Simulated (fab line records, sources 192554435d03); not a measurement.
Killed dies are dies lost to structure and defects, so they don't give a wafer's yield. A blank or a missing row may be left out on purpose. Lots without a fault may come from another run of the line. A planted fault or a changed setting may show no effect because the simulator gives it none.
Problem report in the 8D (eight disciplines) form, filled by code | flow n5_finfet | the parts of the form that need people (team, actions taken, sign-off) are left out

1. THE PROBLEM
head_pressure_psi at N5_BEOL_M12_CMP_49 reads a mean of 1.0512 psi on 2 wafers of 2 lots; wafers without a fault read 0.9998 psi with a standard deviation of 0.0023. That is +22 standard deviations from the usual mean.
The step: polishes, stops on SiOC, t overpolish 20.6 s, target thk 320 nm.
First seen on wafer L206.6, day 16 11:31, on cmp-01. The record holds 31 wafers of 11 lots with a number at this step. Rule for "out", or "out of limits": more than 4 standard deviations from the usual mean. The other wafers with a number count as sound.

2. WHAT IT IS AND WHAT IT IS NOT
question                    | is                | is not
which readings at this step | head_pressure_psi | barrier_field_endpoint_s, motor_current_A, overpolish_run_s, retaining_ring_pressure_frac
which lots                  | L206, L207        | L188, L192, L193, L195, L197, L200, L208, L209, L210
which wafers of those lots  | L206.6, L207.6    | L206.2, L206.4, L207.2, L207.3
read on which tools         | cmp-01            | cmp-03, cmp-04
when                        | from day 16 11:31 | up to then (19 sound wafers); but 10 sound wafers of L207, L208, L209, L210 came after

3. SUSPECTS, AND WHAT RULES EACH OUT
Counting: a tool at a process step up to the reading stays a suspect if it ran every lot that is out. Sound lots after the first of them don't rule it out here, since some wafers of a struck lot are sound.
- plasma_asher-01 at N5_BEOL_M12_STRIP_37 (strips in N2/H2): kept. It ran every lot that is out, first L206 (day 16 05:37).
- cmp-01 at N5_BEOL_M12_CMP_49 (polishes, stops on SiOC, t overpolish 20.6 s, target thk 320 nm): kept. It ran every lot that is out, first L206 (day 16 11:31); its last sound lot up to then is L200 (day 14 15:01). Its own readings are out on those wafers: head_pressure_psi.
- Within cmp-01 at N5_BEOL_M12_CMP_49: the wafers that are out ran in chamber 2; their sound lot-mates ran in chambers 0, 1, 3.
Left after counting: plasma_asher-01 at N5_BEOL_M12_STRIP_37, cmp-01 at N5_BEOL_M12_CMP_49.

4. THE CAUSE (what the simulator had put in)
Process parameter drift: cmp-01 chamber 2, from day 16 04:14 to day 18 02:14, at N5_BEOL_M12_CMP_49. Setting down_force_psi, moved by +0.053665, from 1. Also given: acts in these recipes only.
Counting left 2 suspects, and this tool is among them.

5. THE CHAIN OF EFFECTS, in route order
Each row: a reading whose mean over the struck wafers that have a number lies more than 3 standard deviations from the usual. Only readings for which the record gives a usual standard deviation are gone through. hours: the time from each lot's start at the first step in this table that gives one to its start at this step, as a median over the lots. sigmas: the change in usual standard deviations.
hours | step               | reading           | usual      | on struck wafers | change  | sigmas
0     | N5_BEOL_M12_CMP_49 | head_pressure_psi | 0.9998 psi | 1.0512           | +0.0514 | +22
The process steps in it:
- N5_BEOL_M12_CMP_49: polishes, stops on SiOC, t overpolish 20.6 s, target thk 320 nm.

6. WHAT WOULD HAVE CAUGHT IT SOONER
In this record the first reading out of limits was taken at day 16 11:31, 7 hours after the fault began at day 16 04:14.
